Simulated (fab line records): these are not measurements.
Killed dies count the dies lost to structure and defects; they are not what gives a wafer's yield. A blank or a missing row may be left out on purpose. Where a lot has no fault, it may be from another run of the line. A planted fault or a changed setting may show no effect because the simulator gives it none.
Which tool did it? / flow n5Finfet / 8 lots, 24 wafers sampled, at 5 steps of a route of 1938

WHAT EACH GAUGE READ, for each wafer
N5_BEOL_M4_RC_MEAS_101. Usual: DIBL_N 36.3 mV/V, standard deviation 1.6; DIBL_P 36.4 mV/V, standard deviation 2.1; IOFF_N 0.16 nA/um, standard deviation 0.032; IOFF_P 0.22 nA/um, standard deviation 0.044; ION_N 675 uA/um, standard deviation 12; ION_P 463 uA/um, standard deviation 8.3; SS_N 71.6 mV/dec, standard deviation 0.64; SS_P 73.3 mV/dec, standard deviation 0.67; VT_N 250 mV, standard deviation 3.3; VT_P -250 mV, standard deviation 3.7.
lot=L868; measured=day 10 05:23; on=prober-01; DIBL_N (mV/V)=33.9 35.8 33.8; DIBL_P (mV/V)=34.4 36.6 33.3; IOFF_N (nA/um)=0.12 0.16 0.12; IOFF_P (nA/um)=0.18 0.21 0.17; ION_N (uA/um)=664 683 663; ION_P (uA/um)=454 466 460; SS_N (mV/dec)=70.7 71.1 71.6; SS_P (mV/dec)=72.0 72.7 72.3; VT_N (mV)=254 250 252; VT_P (mV)=-252 -253 -254; flag=
lot=L874; measured=day 10 15:55; on=prober-01; DIBL_N (mV/V)=35.5 35.7 34.7; DIBL_P (mV/V)=36.4 36.0 34.5; IOFF_N (nA/um)=0.16 0.15 0.13; IOFF_P (nA/um)=0.22 0.21 0.18; ION_N (uA/um)=679 668 663; ION_P (uA/um)=465 457 451; SS_N (mV/dec)=71.4 71.8 71.7; SS_P (mV/dec)=73.5 72.9 73.5; VT_N (mV)=248 251 253; VT_P (mV)=-251 -248 -250; flag=
lot=L876; measured=day 11 14:42; on=prober-01; DIBL_N (mV/V)=38.7 38.2 37.8; DIBL_P (mV/V)=39.0 39.1 37.9; IOFF_N (nA/um)=0.20 0.18 0.18; IOFF_P (nA/um)=0.32 0.32 0.31; ION_N (uA/um)=664 683 686; ION_P (uA/um)=472 477 484; SS_N (mV/dec)=73.3 71.7 72.3; SS_P (mV/dec)=73.9 73.5 73.8; VT_N (mV)=248 249 247; VT_P (mV)=-242 -244 -240; flag=
lot=L879; measured=day 12 23:00; on=prober-02; DIBL_N (mV/V)=33.7 38.6 35.6; DIBL_P (mV/V)=32.9 38.7 35.8; IOFF_N (nA/um)=0.13 0.22 0.17; IOFF_P (nA/um)=0.20 0.29 0.26; ION_N (uA/um)=674 694 696; ION_P (uA/um)=469 472 479; SS_N (mV/dec)=71.2 72.7 71.5; SS_P (mV/dec)=71.8 74.4 73.3; VT_N (mV)=250 243 249; VT_P (mV)=-247 -245 -244; flag=
lot=L886; measured=day 14 11:29; on=prober-02; DIBL_N (mV/V)=34.9 37.0 37.3; DIBL_P (mV/V)=35.0 37.8 37.6; IOFF_N (nA/um)=0.14 0.18 0.18; IOFF_P (nA/um)=0.19 0.24 0.23; ION_N (uA/um)=666 681 685; ION_P (uA/um)=465 469 467; SS_N (mV/dec)=71.3 71.4 71.3; SS_P (mV/dec)=72.3 73.3 73.4; VT_N (mV)=251 246 244; VT_P (mV)=-251 -247 -249; flag=
lot=L887; measured=day 14 05:22; on=prober-02; DIBL_N (mV/V)=34.3 34.8 33.7; DIBL_P (mV/V)=32.5 33.8 31.3; IOFF_N (nA/um)=0.10 0.12 0.09; IOFF_P (nA/um)=0.13 0.14 0.12; ION_N (uA/um)=642 676 651; ION_P (uA/um)=435 460 442; SS_N (mV/dec)=70.7 71.0 70.2; SS_P (mV/dec)=72.8 73.8 71.9; VT_N (mV)=257 253 258; VT_P (mV)=-258 -256 -259; flag=
lot=L889; measured=day 15 14:51; on=prober-02; DIBL_N (mV/V)=35.6 34.9 36.8; DIBL_P (mV/V)=35.1 34.2 35.7; IOFF_N (nA/um)=0.12 0.12 0.14; IOFF_P (nA/um)=0.18 0.17 0.19; ION_N (uA/um)=648 672 667; ION_P (uA/um)=450 464 461; SS_N (mV/dec)=71.4 70.7 70.9; SS_P (mV/dec)=73.4 73.2 72.4; VT_N (mV)=255 254 252; VT_P (mV)=-253 -251 -253; flag=
lot=L891; measured=day 16 21:25; on=prober-01; DIBL_N (mV/V)=35.7 37.1 35.8; DIBL_P (mV/V)=34.9 36.6 35.0; IOFF_N (nA/um)=0.15 0.17 0.15; IOFF_P (nA/um)=0.21 0.23 0.21; ION_N (uA/um)=665 670 680; ION_P (uA/um)=459 462 463; SS_N (mV/dec)=71.9 72.6 72.4; SS_P (mV/dec)=72.9 73.0 72.9; VT_N (mV)=250 248 253; VT_P (mV)=-250 -248 -251; flag=

WHICH TOOL RAN EACH LOT (tool, then ch and the chambers of the sampled wafers, then the start)
lot=L868; N5_MOL_CONTACT_COAG_CO_FILL_22=cvdCo-02 ch 0,1, day 4 19:11; N5_MOL_CONTACT_COAG_ETCH_89=rieDiel-02 ch 0,1,3, day 5 01:52; N5_MOL_CONTACT_COAG_ETCH_90=rieDiel-02 ch 0,1,3, day 5 01:53; N5_MOL_CONTACT_COAG_ETCH_47=rieDiel-03 ch 1,3, day 5 02:25
lot=L874; N5_MOL_CONTACT_COAG_CO_FILL_22=cvdCo-01 ch 0,1, day 6 08:12; N5_MOL_CONTACT_COAG_ETCH_89=rieDiel-03 ch 0,1, day 6 15:34; N5_MOL_CONTACT_COAG_ETCH_90=rieDiel-03 ch 0,1, day 6 15:35; N5_MOL_CONTACT_COAG_ETCH_47=rieDiel-02 ch 1,3, day 6 16:07
lot=L876; N5_MOL_CONTACT_COAG_CO_FILL_22=cvdCo-02 ch 0,2, day 6 22:48; N5_MOL_CONTACT_COAG_ETCH_89=rieDiel-02 ch 1,2, day 7 04:46; N5_MOL_CONTACT_COAG_ETCH_90=rieDiel-02 ch 1,2, day 7 04:47; N5_MOL_CONTACT_COAG_ETCH_47=rieDiel-02 ch 2,3, day 7 05:19
lot=L879; N5_MOL_CONTACT_COAG_CO_FILL_22=cvdCo-01 ch 1,2, day 7 17:58; N5_MOL_CONTACT_COAG_ETCH_89=rieDiel-02 ch 1,2,3, day 8 00:22; N5_MOL_CONTACT_COAG_ETCH_90=rieDiel-02 ch 1,2,3, day 8 00:23; N5_MOL_CONTACT_COAG_ETCH_47=rieDiel-06 ch 0,1,3, day 8 00:59
lot=L886; N5_MOL_CONTACT_COAG_CO_FILL_22=cvdCo-02 ch 0,1, day 9 06:49; N5_MOL_CONTACT_COAG_ETCH_89=rieDiel-03 ch 0,1, day 9 14:22; N5_MOL_CONTACT_COAG_ETCH_90=rieDiel-03 ch 0,1, day 9 14:23; N5_MOL_CONTACT_COAG_ETCH_47=rieDiel-03 ch 0,2,3, day 9 14:55
lot=L887; N5_MOL_CONTACT_COAG_CO_FILL_22=cvdCo-02 ch 0,1,2, day 9 12:55; N5_MOL_CONTACT_COAG_ETCH_89=rieDiel-06 ch 0,3, day 9 20:11; N5_MOL_CONTACT_COAG_ETCH_90=rieDiel-06 ch 0,3, day 9 20:12; N5_MOL_CONTACT_COAG_ETCH_47=rieDiel-06 ch 2,3, day 9 20:45
lot=L889; N5_MOL_CONTACT_COAG_CO_FILL_22=cvdCo-01 ch 0,1,2, day 9 23:07; N5_MOL_CONTACT_COAG_ETCH_89=rieDiel-03 ch 0,1,3, day 10 08:21; N5_MOL_CONTACT_COAG_ETCH_90=rieDiel-03 ch 0,1,3, day 10 08:22; N5_MOL_CONTACT_COAG_ETCH_47=rieDiel-02 ch 0,1,3, day 10 08:56
lot=L891; N5_MOL_CONTACT_COAG_CO_FILL_22=cvdCo-02 ch 1,2, day 10 11:12; N5_MOL_CONTACT_COAG_ETCH_89=rieDiel-02 ch 0,3, day 10 19:13; N5_MOL_CONTACT_COAG_ETCH_90=rieDiel-02 ch 0,3, day 10 19:14; N5_MOL_CONTACT_COAG_ETCH_47=rieDiel-03 ch 0,1,3, day 10 19:46
- N5_MOL_CONTACT_COAG_CO_FILL_22: material Co, precursor CCTBA/H2, target thk 20 nm.
- N5_MOL_CONTACT_COAG_ETCH_89: etches underlayer in N2/H2, target depth 13 nm, time 10.4 s.
- N5_MOL_CONTACT_COAG_ETCH_90: etches SiARC in CF4, target depth 13 nm, time 21.7 s.
- N5_MOL_CONTACT_COAG_ETCH_47: etches SiNx in CH3F/O2, stops on W, target depth 27 nm.

WHAT THE TOOLS THEMSELVES READ (means of the sampled wafers that have a number; where no wafer has one, the mark that the record gives instead)
N5_MOL_CONTACT_COAG_CO_FILL_22. Usual: heaterPowerOuterW 136 W, standard deviation 6.5; heaterPowerW 260 W, standard deviation 12; susceptorTempC 200.00 C, standard deviation 0.15.
lot=L868; tool=cvdCo-02; heaterPowerOuterW (W)=144; heaterPowerW (W)=273; susceptorTempC (C)=199.97; flag=
lot=L874; tool=cvdCo-01; heaterPowerOuterW (W)=135; heaterPowerW (W)=258; susceptorTempC (C)=200.10; flag=
lot=L876; tool=cvdCo-02; heaterPowerOuterW (W)=142; heaterPowerW (W)=255; susceptorTempC (C)=199.87; flag=
lot=L879; tool=cvdCo-01; heaterPowerOuterW (W)=134; heaterPowerW (W)=266; susceptorTempC (C)=199.97; flag=
lot=L886; tool=cvdCo-02; heaterPowerOuterW (W)=136; heaterPowerW (W)=259; susceptorTempC (C)=200.05; flag=
lot=L887; tool=cvdCo-02; heaterPowerOuterW (W)=138; heaterPowerW (W)=260; susceptorTempC (C)=200.12; flag=
lot=L889; tool=cvdCo-01; heaterPowerOuterW (W)=134; heaterPowerW (W)=259; susceptorTempC (C)=199.97; flag=
lot=L891; tool=cvdCo-02; heaterPowerOuterW (W)=134; heaterPowerW (W)=244; susceptorTempC (C)=199.94; flag=

N5_MOL_CONTACT_COAG_ETCH_89. Usual: drypumpMotorCurrentA 5.9 A, standard deviation 0.51; etchRfOnTimeS 10.37 s, standard deviation 0.26; oesProductAu 0.64 a.u., standard deviation 0.068; rfVppV 524.4 V, standard deviation 2.9; showerheadPlenumPTorr 2.56 Torr, standard deviation 0.098; throttleValvePct 17.9 %, standard deviation 0.33.
lot=L868; tool=rieDiel-02; drypumpMotorCurrentA (A)=6.0; etchRfOnTimeS (s)=10.30; oesProductAu (a.u.)=0.63; rfVppV (V)=522.0; showerheadPlenumPTorr (Torr)=2.46; throttleValvePct (%)=17.8; flag=
lot=L874; tool=rieDiel-03; drypumpMotorCurrentA (A)=5.2; etchRfOnTimeS (s)=10.30; oesProductAu (a.u.)=0.62; rfVppV (V)=524.4; showerheadPlenumPTorr (Torr)=2.56; throttleValvePct (%)=18.0; flag=
lot=L876; tool=rieDiel-02; drypumpMotorCurrentA (A)=5.3; etchRfOnTimeS (s)=10.56; oesProductAu (a.u.)=0.60; rfVppV (V)=522.7; showerheadPlenumPTorr (Torr)=2.50; throttleValvePct (%)=18.0; flag=
lot=L879; tool=rieDiel-02; drypumpMotorCurrentA (A)=5.7; etchRfOnTimeS (s)=10.30; oesProductAu (a.u.)=0.61; rfVppV (V)=522.5; showerheadPlenumPTorr (Torr)=2.49; throttleValvePct (%)=17.9; flag=
lot=L886; tool=rieDiel-03; drypumpMotorCurrentA (A)=5.6; etchRfOnTimeS (s)=9.80; oesProductAu (a.u.)=0.72; rfVppV (V)=526.1; showerheadPlenumPTorr (Torr)=2.60; throttleValvePct (%)=18.1; flag=
lot=L887; tool=rieDiel-06; drypumpMotorCurrentA (A)=6.5; etchRfOnTimeS (s)=10.68; oesProductAu (a.u.)=0.59; rfVppV (V)=525.9; showerheadPlenumPTorr (Torr)=2.62; throttleValvePct (%)=18.0; flag=
lot=L889; tool=rieDiel-03; drypumpMotorCurrentA (A)=5.7; etchRfOnTimeS (s)=10.15; oesProductAu (a.u.)=0.68; rfVppV (V)=523.5; showerheadPlenumPTorr (Torr)=2.51; throttleValvePct (%)=17.9; flag=
lot=L891; tool=rieDiel-02; drypumpMotorCurrentA (A)=6.2; etchRfOnTimeS (s)=10.09; oesProductAu (a.u.)=0.72; rfVppV (V)=524.6; showerheadPlenumPTorr (Torr)=2.61; throttleValvePct (%)=17.4; flag=

N5_MOL_CONTACT_COAG_ETCH_90. Usual: cf4FlowSccm is 100.0 sccm with standard deviation 0.3, drypumpMotorCurrentA is 5.9 A with standard deviation 0.5, etchRfOnTimeS is 21.6 s with standard deviation 0.5, oesProductAu is 0.64 a.u. with standard deviation 0.067, rfVppV is 184.3 V with standard deviation 1.3, showerheadPlenumPTorr is 2.15 Torr with standard deviation 0.079, and throttleValvePct is 15.62 % with standard deviation 0.28.
lot=L868; tool=rieDiel-02; cf4FlowSccm (sccm)=100.0; drypumpMotorCurrentA (A)=6.0; etchRfOnTimeS (s)=21.6; oesProductAu (a.u.)=0.62; rfVppV (V)=183.6; showerheadPlenumPTorr (Torr)=2.07; throttleValvePct (%)=15.54; flag=
lot=L874; tool=rieDiel-03; cf4FlowSccm (sccm)=99.9; drypumpMotorCurrentA (A)=5.2; etchRfOnTimeS (s)=21.4; oesProductAu (a.u.)=0.62; rfVppV (V)=184.3; showerheadPlenumPTorr (Torr)=2.16; throttleValvePct (%)=15.83; flag=
lot=L876; tool=rieDiel-02; cf4FlowSccm (sccm)=100.1; drypumpMotorCurrentA (A)=5.3; etchRfOnTimeS (s)=19.5; oesProductAu (a.u.)=0.65; rfVppV (V)=184.9; showerheadPlenumPTorr (Torr)=2.12; throttleValvePct (%)=15.82; flag=OFF
lot=L879; tool=rieDiel-02; cf4FlowSccm (sccm)=99.9; drypumpMotorCurrentA (A)=5.7; etchRfOnTimeS (s)=19.5; oesProductAu (a.u.)=0.66; rfVppV (V)=184.4; showerheadPlenumPTorr (Torr)=2.10; throttleValvePct (%)=15.71; flag=OFF
lot=L886; tool=rieDiel-03; cf4FlowSccm (sccm)=100.0; drypumpMotorCurrentA (A)=5.6; etchRfOnTimeS (s)=20.7; oesProductAu (a.u.)=0.72; rfVppV (V)=184.7; showerheadPlenumPTorr (Torr)=2.19; throttleValvePct (%)=15.79; flag=
lot=L887; tool=rieDiel-06; cf4FlowSccm (sccm)=100.2; drypumpMotorCurrentA (A)=6.5; etchRfOnTimeS (s)=22.1; oesProductAu (a.u.)=0.60; rfVppV (V)=185.5; showerheadPlenumPTorr (Torr)=2.21; throttleValvePct (%)=15.74; flag=
lot=L889; tool=rieDiel-03; cf4FlowSccm (sccm)=100.0; drypumpMotorCurrentA (A)=5.7; etchRfOnTimeS (s)=21.0; oesProductAu (a.u.)=0.68; rfVppV (V)=184.0; showerheadPlenumPTorr (Torr)=2.12; throttleValvePct (%)=15.65; flag=
lot=L891; tool=rieDiel-02; cf4FlowSccm (sccm)=99.7; drypumpMotorCurrentA (A)=6.2; etchRfOnTimeS (s)=21.4; oesProductAu (a.u.)=0.72; rfVppV (V)=184.7; showerheadPlenumPTorr (Torr)=2.19; throttleValvePct (%)=15.15; flag=

N5_MOL_CONTACT_COAG_ETCH_47. Usual: drypumpMotorCurrentA 5.8 A, standard deviation 0.52; etchRfOnTimeS 31.2 s, standard deviation 0.59; oesProductAu 0.66 a.u., standard deviation 0.067; rfVppV 297 V, standard deviation 5.2; showerheadPlenumPTorr 2.00 Torr, standard deviation 0.078; throttleValvePct 16.37 %, standard deviation 0.26.
lot=L868; tool=rieDiel-03; drypumpMotorCurrentA (A)=6.1; etchRfOnTimeS (s)=31.1; oesProductAu (a.u.)=0.66; rfVppV (V)=297; showerheadPlenumPTorr (Torr)=1.96; throttleValvePct (%)=16.42; flag=
lot=L874; tool=rieDiel-02; drypumpMotorCurrentA (A)=5.8; etchRfOnTimeS (s)=31.2; oesProductAu (a.u.)=0.65; rfVppV (V)=294; showerheadPlenumPTorr (Torr)=1.96; throttleValvePct (%)=16.45; flag=
lot=L876; tool=rieDiel-02; drypumpMotorCurrentA (A)=5.6; etchRfOnTimeS (s)=31.2; oesProductAu (a.u.)=0.63; rfVppV (V)=295; showerheadPlenumPTorr (Torr)=1.96; throttleValvePct (%)=16.33; flag=
lot=L879; tool=rieDiel-06; drypumpMotorCurrentA (A)=6.0; etchRfOnTimeS (s)=31.3; oesProductAu (a.u.)=0.64; rfVppV (V)=301; showerheadPlenumPTorr (Torr)=2.07; throttleValvePct (%)=16.39; flag=
lot=L886; tool=rieDiel-03; drypumpMotorCurrentA (A)=5.6; etchRfOnTimeS (s)=31.4; oesProductAu (a.u.)=0.69; rfVppV (V)=293; showerheadPlenumPTorr (Torr)=1.91; throttleValvePct (%)=16.19; flag=
lot=L887; tool=rieDiel-06; drypumpMotorCurrentA (A)=6.6; etchRfOnTimeS (s)=31.5; oesProductAu (a.u.)=0.61; rfVppV (V)=301; showerheadPlenumPTorr (Torr)=2.06; throttleValvePct (%)=16.40; flag=
lot=L889; tool=rieDiel-02; drypumpMotorCurrentA (A)=6.0; etchRfOnTimeS (s)=30.7; oesProductAu (a.u.)=0.70; rfVppV (V)=296; showerheadPlenumPTorr (Torr)=2.00; throttleValvePct (%)=16.22; flag=
lot=L891; tool=rieDiel-03; drypumpMotorCurrentA (A)=5.7; etchRfOnTimeS (s)=30.9; oesProductAu (a.u.)=0.70; rfVppV (V)=296; showerheadPlenumPTorr (Torr)=1.97; throttleValvePct (%)=16.38; flag=

THE ANSWER, worked out from the rows above alone
Rule: take the mean of a lot's wafers that have a number; if it is more than 3 standard deviations from the usual mean, the lot is off. A lot without any number at a reading at which 4 lots or more have one is off too. The other lots that the step has rows for count as sound. The gauges are gone through in route order, then the tools' own readings, and for those a lot's mean is taken as printed above. At the first step where some lot is off, the reading lying furthest off is the one used; lots without a number count as furthest.
Off at N5_MOL_CONTACT_COAG_ETCH_90 (etchRfOnTimeS): L876, L879.
A tool fits if, at that step or a process step before it, it ran every lot that is off, and no sound lot after the first of them. Not one of the candidates tried fits.

WHAT WAS PUT IN BY THE SIMULATOR
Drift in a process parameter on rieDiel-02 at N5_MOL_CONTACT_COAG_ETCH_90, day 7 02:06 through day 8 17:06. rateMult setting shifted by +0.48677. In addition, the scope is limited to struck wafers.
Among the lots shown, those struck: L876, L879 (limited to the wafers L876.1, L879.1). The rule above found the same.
